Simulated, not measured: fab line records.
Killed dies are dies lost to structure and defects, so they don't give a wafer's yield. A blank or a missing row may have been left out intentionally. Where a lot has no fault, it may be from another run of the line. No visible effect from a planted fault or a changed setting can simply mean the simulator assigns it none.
A struck lot beside a sound one | flow nand_harc | 15 steps out of a route of 1159
Sound: wafers L288.1, L288.3, L288.6. Wafers L291.1, L291.4, L291.5 were the ones struck. At the end, the cause is stated.
Each step with rows lists, per side, the tool, then ch with its chambers, then its first start. Under that, the readings that differ: sound wafers | struck wafers | difference of the means | sigmas: that difference in standard deviations of wafers without a fault.
alike: readings with means less than 2 such deviations apart, plus words and numbers identical on both sides. not compared: withheld readings, readings lacking a value on some wafer, bounds such as >300 that could conceal the same value, and numbers that have no deviation in the record and whose values overlap.
Wherever a step has rows on one side only, a row that says differs or no value, or a row with sigmas, the two part there. When numbers do not overlap yet have no deviation, they are printed without sigmas and do not part them. A reading that every wafer of one side lacks parts them only if that side has two wafers or more.

first, 8 steps without rows for these wafers: NHARC_P_GATE_DEHYDRATE_03 (time 120 s); NHARC_P_GATE_HMDS_04 (time 30 s); NHARC_P_GATE_COAT_05; NHARC_P_GATE_SOFTBAKE_06 (time 95 s); NHARC_P_GATE_EBR_07; NHARC_P_GATE_EXPOSE_08 (exposes mask P HV); NHARC_P_GATE_PEB_09 (peb time 85 s); NHARC_P_GATE_DEVELOP_10 (time 70 s).
NHARC_P_GATE_CD_MEAS_11: target cd 1640 nm.
  sound on cd_sem-02 ch 0, day 4 17:58; struck on cd_sem-03 ch 0, day 5 09:08
  alike: cd_nm
then, 1 step without rows for these wafers: NHARC_P_GATE_HARDBAKE_12 (time 80 s).
NHARC_P_GATE_DESCUM_13: chemistry O2, time 3 s.
  sound on rie_diel-03 ch 0,2,3, day 4 18:08; struck on rie_diel-03 ch 0,1,2, day 5 09:18
  alike: drypump_motor_current_A, oes_product_au, rf_vpp_V, showerhead_plenum_p_Torr, throttle_valve_pct
  not compared: rf_hours_counter_h
then, 1 step without rows for these wafers: NHARC_P_GATE_ETCH_14 (etches SiO2 in dHF, target depth 48.8 nm).
NHARC_P_GATE_STRIP_15: strips in SPM, time 780 s.
  sound on wet_bench-07 ch 1,3,4, day 4 18:20; struck on wet_bench-02 ch 1,2,6, day 5 09:29
  no value came back on the struck wafers for bath_guard_temp_C (C), bath_heat_duty_pct (%); on the sound wafers bath_guard_temp_C (C) reads 131.0 130.4 130.3
then, 1 step without rows for these wafers: NHARC_P_GATE_PRECLEAN_71 (cleans in SC1).
-- the record jumps here: 16 days lie between the struck wafers' starts before and after (it left off in module P_GATE and takes up again in module END, whose first step shown is number 1159 of the route) --
NHARC_END_SORT_01:
  sound on prober-02 ch 0, day 20 11:59; struck on prober-01 ch 0, day 21 03:53
  reading             | sound    | struck      | difference | sigmas
  killed_at_periphery | 3 1 1    | 647 650 648 | +647       | +99 or more
  killed_dies         | 20 18 13 | 677 677 677 | +660       | +66
  alike: killed_at_array, killed_at_other, killed_open, killed_short

## WHERE THEY PART
Last at NHARC_END_SORT_01 as far as this record goes, first at NHARC_P_GATE_STRIP_15.

WHY: what the simulator had put in
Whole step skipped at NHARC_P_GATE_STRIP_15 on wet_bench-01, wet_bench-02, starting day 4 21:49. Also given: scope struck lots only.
